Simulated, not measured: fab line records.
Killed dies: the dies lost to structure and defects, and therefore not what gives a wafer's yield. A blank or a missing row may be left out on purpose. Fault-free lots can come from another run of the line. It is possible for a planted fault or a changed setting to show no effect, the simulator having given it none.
fab line records + flow nandHarc
[record]
- lots = 6
- wafers = 17
- lastDay = 31
route steps=1302 shown A_ONON_D1@430
lots that met no fault: from a run of the same line without faults
startH: start of the lot's first displayed wafer, in hours after the record's first day + waitH: hours elapsed since this lot's preceding step + " as in the row above + L1.1+2: one row covering several wafers at once + - no value present, or no start provided + * or withheld: withheld + < > ~ a bound
route shown NAME@n: NAME is a module with steps in the file, n the number in the route of the first one + usual: mean/standard deviation taken from wafers without a fault + same: alike in all rows + chamber/n: place in a boat + sites: the reading at each site + _std_site: standard deviation of those values + _edge_site: outer sites' mean less inner sites' + radiusMm: for every site, how far away it sits from the centre of the wafer + mask NAME#n: copy n + behind: tool/chamber where the wafer was last shaped + hold: the reason the lot was held/the length of the hold in hours/how it ended + device: transistor that didn't switch, given as n, p or np + end of line: tests run on the same wafers once the route is complete + where a step has no rows: the recipe by itself + killed: not the wafer's yield, but the dies lost to structure and defects at the first sort + map: the dies of a wafer, with x for killed, . for not killed, _ for no die there
set.NAME: the setting that was run; set.NAME@STEP: the one run at that earlier step + model.NAME: the simulator's own value behind a step, which no gauge read
lots at selected steps of the route; one table per step, one row per wafer
services: from which hour (startH, from the record's first day; less than 0 if before it) a tool's chamber was out of use, for how many hours, and why
[[steps]]
[step NHARC_A_ONON_D1_DEP_09]
[recipe]
- targetThkA = 10000
- n2FlowSccm = 2750
- n2oFlowSccm = 2000
- nh3FlowSccm = 500
- sih4FlowSccm = 210
- tempC = 400
[step NHARC_A_ONON_D1_THK_MEAS_11]
[recipe]
- thkMeasGauge = ellipsometry
[usual]
- thkNm = 1000/9.2
| lot.wafer | tool         | chamber | startH | waitH | thkNm |
|-----------|--------------|---------|--------|-------|-------|
| L687.1    | filmMetro-02 | -       | 171.16 | -     | 1004  |
| L687.4    | "            | -       | "      | "     | 1003  |
| L687.5    | "            | -       | "      | "     | 1004  |
| L692.2    | filmMetro-01 | -       | 225.17 | -     | 986   |
| L692.3    | "            | -       | "      | "     | 986   |
| L692.6    | "            | -       | "      | "     | 986   |
| L694.1    | filmMetro-01 | -       | 251.28 | -     | 1005  |
| L694.4    | "            | -       | "      | "     | 1005  |
| L694.6    | "            | -       | "      | "     | 1005  |
| L695.3    | filmMetro-01 | -       | 255.59 | -     | 1013  |
| L695.5    | "            | -       | "      | "     | 1015  |
| L695.6    | "            | -       | "      | "     | 1014  |
| L698.2    | filmMetro-01 | -       | 277.18 | -     | 991   |
| L698.6    | "            | -       | "      | "     | 991   |
| L699.4    | filmMetro-01 | -       | 290.01 | -     | 1005  |
| L699.5    | "            | -       | "      | "     | 1006  |
| L699.6    | "            | -       | "      | "     | 1004  |
[step NHARC_A_ONON_D1_DEP_12]
[recipe]
- targetThkA = 10000
- n2FlowSccm = 2750
- n2oFlowSccm = 2000
- nh3FlowSccm = 500
- sih4FlowSccm = 210
- tempC = 400
[step NHARC_A_ONON_D1_THK_MEAS_14]
[recipe]
- thkMeasGauge = ellipsometry
[usual]
- thkNm = 1003/13
| lot.wafer | tool         | chamber | startH | waitH | thkNm |
|-----------|--------------|---------|--------|-------|-------|
| L687.1    | filmMetro-02 | -       | 171.73 | -     | 1003  |
| L687.4    | "            | -       | "      | "     | 1005  |
| L687.5    | "            | -       | "      | "     | 1006  |
| L692.2    | filmMetro-02 | -       | 225.73 | -     | 991   |
| L692.3    | "            | -       | "      | "     | 989   |
| L692.6    | "            | -       | "      | "     | 990   |
| L694.1    | filmMetro-02 | -       | 251.85 | -     | 1012  |
| L694.4    | "            | -       | "      | "     | 1015  |
| L694.6    | "            | -       | "      | "     | 1015  |
| L695.3    | filmMetro-02 | -       | 256.18 | -     | 1026  |
| L695.5    | "            | -       | "      | "     | 1028  |
| L695.6    | "            | -       | "      | "     | 1027  |
| L698.2    | filmMetro-02 | -       | 277.75 | -     | 1000  |
| L698.6    | "            | -       | "      | "     | 1001  |
| L699.4    | filmMetro-02 | -       | 290.58 | -     | 998   |
| L699.5    | "            | -       | "      | "     | 1001  |
| L699.6    | "            | -       | "      | "     | 999   |
[step NHARC_A_ONON_D1_ANNEAL_15]
[recipe]
- tempC = 750
- timeS = 3600
[step NHARC_A_ONON_D1_DEP_16]
[recipe]
- targetThkA = 10000
- n2FlowSccm = 2750
- n2oFlowSccm = 2000
- nh3FlowSccm = 500
- sih4FlowSccm = 210
- tempC = 400
[step NHARC_A_ONON_D1_THK_MEAS_18]
[recipe]
- thkMeasGauge = ellipsometry
[usual]
- thkNm = 1000/9.8
| lot.wafer | tool         | chamber | startH | waitH | thkNm |
|-----------|--------------|---------|--------|-------|-------|
| L687.1    | filmMetro-02 | -       | 180.12 | -     | 996   |
| L687.4    | "            | -       | "      | "     | 998   |
| L687.5    | "            | -       | "      | "     | 995   |
| L692.2    | filmMetro-01 | -       | 233.75 | -     | 1001  |
| L692.3    | "            | -       | "      | "     | 1005  |
| L692.6    | "            | -       | "      | "     | 1001  |
| L694.1    | filmMetro-02 | -       | 259.42 | -     | 980   |
| L694.4    | "            | -       | "      | "     | 982   |
| L694.6    | "            | -       | "      | "     | 983   |
| L695.3    | filmMetro-02 | -       | 267.28 | -     | 1011  |
| L695.5    | "            | -       | "      | "     | 1012  |
| L695.6    | "            | -       | "      | "     | 1012  |
| L698.2    | filmMetro-01 | -       | 284.22 | -     | 999   |
| L698.6    | "            | -       | "      | "     | 999   |
| L699.4    | filmMetro-02 | -       | 298.33 | -     | 994   |
| L699.5    | "            | -       | "      | "     | 994   |
| L699.6    | "            | -       | "      | "     | 994   |
[step NHARC_A_ONON_D1_DEP_19]
[recipe]
- targetThkA = 10000
- n2FlowSccm = 2750
- n2oFlowSccm = 2000
- nh3FlowSccm = 500
- sih4FlowSccm = 210
- tempC = 400
[step NHARC_A_ONON_D1_THK_MEAS_21]
[recipe]
- thkMeasGauge = ellipsometry
[usual]
- thkNm = 1001/9.8
| lot.wafer | tool         | chamber | startH | waitH | thkNm |
|-----------|--------------|---------|--------|-------|-------|
| L687.1    | filmMetro-02 | -       | 180.68 | -     | 997   |
| L687.4    | "            | -       | "      | "     | 998   |
| L687.5    | "            | -       | "      | "     | 995   |
| L692.2    | filmMetro-01 | -       | 234.32 | -     | 1000  |
| L692.3    | "            | -       | "      | "     | 1000  |
| L692.6    | "            | -       | "      | "     | 1001  |
| L694.1    | filmMetro-02 | -       | 259.99 | -     | 988   |
| L694.4    | "            | -       | "      | "     | 987   |
| L694.6    | "            | -       | "      | "     | 988   |
| L695.3    | filmMetro-02 | -       | 267.84 | -     | 1000  |
| L695.5    | "            | -       | "      | "     | 999   |
| L695.6    | "            | -       | "      | "     | 999   |
| L698.2    | filmMetro-02 | -       | 284.78 | -     | 989   |
| L698.6    | "            | -       | "      | "     | 990   |
| L699.4    | filmMetro-02 | -       | 298.89 | -     | 1006  |
| L699.5    | "            | -       | "      | "     | 1005  |
| L699.6    | "            | -       | "      | "     | 1006  |
[step NHARC_A_ONON_D1_DEP_22]
[recipe]
- targetThkA = 10000
- n2FlowSccm = 2750
- n2oFlowSccm = 2000
- nh3FlowSccm = 500
- sih4FlowSccm = 210
- tempC = 400
[step NHARC_A_ONON_D1_THK_MEAS_24]
[recipe]
- thkMeasGauge = ellipsometry
[usual]
- thkNm = 998/10
| lot.wafer | tool         | chamber | startH | waitH | thkNm |
|-----------|--------------|---------|--------|-------|-------|
| L687.1    | filmMetro-01 | -       | 181.25 | -     | 1008  |
| L687.4    | "            | -       | "      | "     | 1007  |
| L687.5    | "            | -       | "      | "     | 1007  |
| L692.2    | filmMetro-02 | -       | 234.88 | -     | 999   |
| L692.3    | "            | -       | "      | "     | 998   |
| L692.6    | "            | -       | "      | "     | 997   |
| L694.1    | filmMetro-02 | -       | 260.55 | -     | 1013  |
| L694.4    | "            | -       | "      | "     | 1011  |
| L694.6    | "            | -       | "      | "     | 1014  |
| L695.3    | filmMetro-02 | -       | 268.40 | -     | 1015  |
| L695.5    | "            | -       | "      | "     | 1014  |
| L695.6    | "            | -       | "      | "     | 1017  |
| L698.2    | filmMetro-01 | -       | 285.35 | -     | 987   |
| L698.6    | "            | -       | "      | "     | 989   |
| L699.4    | filmMetro-02 | -       | 299.45 | -     | 986   |
| L699.5    | "            | -       | "      | "     | 987   |
| L699.6    | "            | -       | "      | "     | 984   |
[step NHARC_A_ONON_D1_DEP_25]
[recipe]
- targetThkA = 10000
- n2FlowSccm = 2750
- n2oFlowSccm = 2000
- nh3FlowSccm = 500
- sih4FlowSccm = 210
- tempC = 400
[usual]
- nh3FlowSccm = 500.3/1.4
| lot.wafer | tool         | chamber | startH | waitH | nh3FlowSccm |
|-----------|--------------|---------|--------|-------|-------------|
| L687.1    | pecvdOnon-01 | 0       | 181.30 | 0.1   | 501.9       |
| L687.4    | "            | 0       | "      | "     | 499.5       |
| L687.5    | "            | 0       | "      | "     | 500.1       |
| L692.2    | pecvdOnon-02 | 0       | 235.00 | 0.1   | 499.1       |
| L692.3    | "            | 0       | "      | "     | 503.5       |
| L692.6    | "            | 0       | "      | "     | 500.9       |
| L694.1    | pecvdOnon-01 | 0       | 260.61 | 0.1   | 498.4       |
| L694.4    | "            | 0       | "      | "     | 500.1       |
| L694.6    | "            | 0       | "      | "     | 499.5       |
| L695.3    | pecvdOnon-03 | 0       | 268.57 | 0.2   | 498.2       |
| L695.5    | "            | 0       | "      | "     | 497.3       |
| L695.6    | "            | 0       | "      | "     | 499.6       |
| L698.2    | pecvdOnon-02 | 0       | 285.46 | 0.1   | 500.3       |
| L698.6    | "            | 0       | "      | "     | 499.9       |
| L699.4    | pecvdOnon-02 | 0       | 299.68 | 0.2   | 502.1       |
| L699.5    | "            | 0       | "      | "     | 500.8       |
| L699.6    | "            | 0       | "      | "     | 501.4       |
[step NHARC_A_ONON_D1_THK_MEAS_27]
[recipe]
- thkMeasGauge = ellipsometry
[usual]
- thkNm = 1003/7.7
| lot.wafer | tool         | chamber | startH | waitH | thkNm |
|-----------|--------------|---------|--------|-------|-------|
| L687.1    | filmMetro-02 | -       | 181.81 | -     | 1001  |
| L687.4    | "            | -       | "      | "     | 999   |
| L687.5    | "            | -       | "      | "     | 1002  |
| L692.2    | filmMetro-02 | -       | 235.45 | -     | 988   |
| L692.3    | "            | -       | "      | "     | 984   |
| L692.6    | "            | -       | "      | "     | 988   |
| L694.1    | filmMetro-02 | -       | 261.12 | -     | 1002  |
| L694.4    | "            | -       | "      | "     | 1003  |
| L694.6    | "            | -       | "      | "     | 1003  |
| L695.3    | filmMetro-02 | -       | 268.97 | -     | 1000  |
| L695.5    | "            | -       | "      | "     | 1000  |
| L695.6    | "            | -       | "      | "     | 1001  |
| L698.2    | filmMetro-02 | -       | 285.92 | -     | 1007  |
| L698.6    | "            | -       | "      | "     | 927   |
| L699.4    | filmMetro-01 | -       | 300.01 | -     | 1006  |
| L699.5    | "            | -       | "      | "     | 1006  |
| L699.6    | "            | -       | "      | "     | 925   |
[step NHARC_A_ONON_D1_DEP_28]
[recipe]
- targetThkA = 10000
- n2FlowSccm = 2750
- n2oFlowSccm = 2000
- nh3FlowSccm = 500
- sih4FlowSccm = 210
- tempC = 400
[[services]]
| tool         | chamber | startH | hours | kind   |
|--------------|---------|--------|-------|--------|
| pecvdOnon-02 | -       | 185.22 | 13.0  | pm     |
| pecvdOnon-02 | -       | 214.53 | 5.3   | repair |
| pecvdOnon-03 | -       | 227.00 | 13.0  | pm     |
| pecvdOnon-01 | -       | 269.00 | 13.0  | pm     |
[[key]]
[firstSign]
- step = NHARC_A_ONON_D1_THK_MEAS_27
- reading = thkNm
- direction = down
- sigmas = 10
- usual = 1003
- struck = 926
effect none on later readings
metAt NHARC_A_ONON_D1_DEP_25
struckWafers L698.6,L699.6
laterRowsLeftOut L698.6,L699.6
sortLeftOut L698.6,L699.6
testerLeftOut L698,L699
onsetBetween 235.00 285.46
[fault]
- kind = processParameterDrift
- tool = pecvdOnon-02
- chamber = -
- onsetH = 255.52
- steps = NHARC_A_ONON_D1_DEP_25
- channel = targetThkA
- offset = *
- shape = step
- endH = 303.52
- scope = struckWafersOnly
- actsIn = *
- stated = *
// testerLeftOut: of these lots the tester's yield and bins aren't shown, on N5 and GAA mostly nor the transistor test; their killed dies are dies lost to structure and defects alone, not to doping, threshold or leakage, so they don't give the yield
// sortLeftOut: the simulated sort isn't trusted on such a fault, so these wafers' sort isn't shown, and their yield isn't known
// laterRowsLeftOut: the simulator's readings of these wafers behind a module that went badly wrong aren't trusted and aren't shown, but for the sort
